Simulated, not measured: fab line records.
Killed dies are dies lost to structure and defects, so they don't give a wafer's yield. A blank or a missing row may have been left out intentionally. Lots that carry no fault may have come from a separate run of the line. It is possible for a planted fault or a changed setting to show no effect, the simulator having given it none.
Matching of chambers	flow nand harc	NHARC_P_M1_DEP_33 on pecvd-02 has 3 sister chambers
The step deposits SiCN, target thk 30 nm. 3 wafers are shown with their chamber, then 12 later ones without.

== WAFERS WITH THEIR CHAMBER ==
wafer	chamber	heater power outer w (W)
L087.5	2	260
L086.1	0	296
L086.6	1	350

== WAFERS WITHOUT THEIR CHAMBER ==
wafer	heater power outer w (W)
L092.1	284
L092.3	243
L092.4	291
L094.1	410
L094.2	287
L094.4	415
L096.2	420
L096.5	363
L096.6	264
L097.2	352
L097.4	345
L097.5	357

== WHICH CHAMBER EACH WENT THROUGH ==
wafer	from the rows above	in truth
L092.1	can't be placed: 0 or 2 or 1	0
L092.3	can't be placed: 2 or 0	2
L092.4	can't be placed: 0 or 2 or 1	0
L094.1	can't be placed: 1 or 0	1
L094.2	can't be placed: 0 or 2 or 1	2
L094.4	can't be placed: 1 or 0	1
L096.2	can't be placed: 1 or 0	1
L096.5	can't be placed: 1 or 0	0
L096.6	can't be placed: 2 or 0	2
L097.2	can't be placed: 1 or 0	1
L097.4	can't be placed: 1 or 0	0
L097.5	can't be placed: 1 or 0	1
Correct placement for 0 of the 12. Can't be placed from these rows: 12 (the true chamber is among the candidates in 12). Wrongly placed: 0.
How it was worked out, from the rows above alone: a wafer's distance from a chamber is the root of the sum, over the readings, of the square of ((its reading less the chamber's mean) divided by the reading's scatter). The wafer belongs to the nearest chamber; if the next one is less than 2 further off, it can't be placed. A chamber's mean is the mean of its shown wafers. The scatter: root of mean squared gap, hidden wafer to nearest shown wafer, with one shown wafer a chamber.
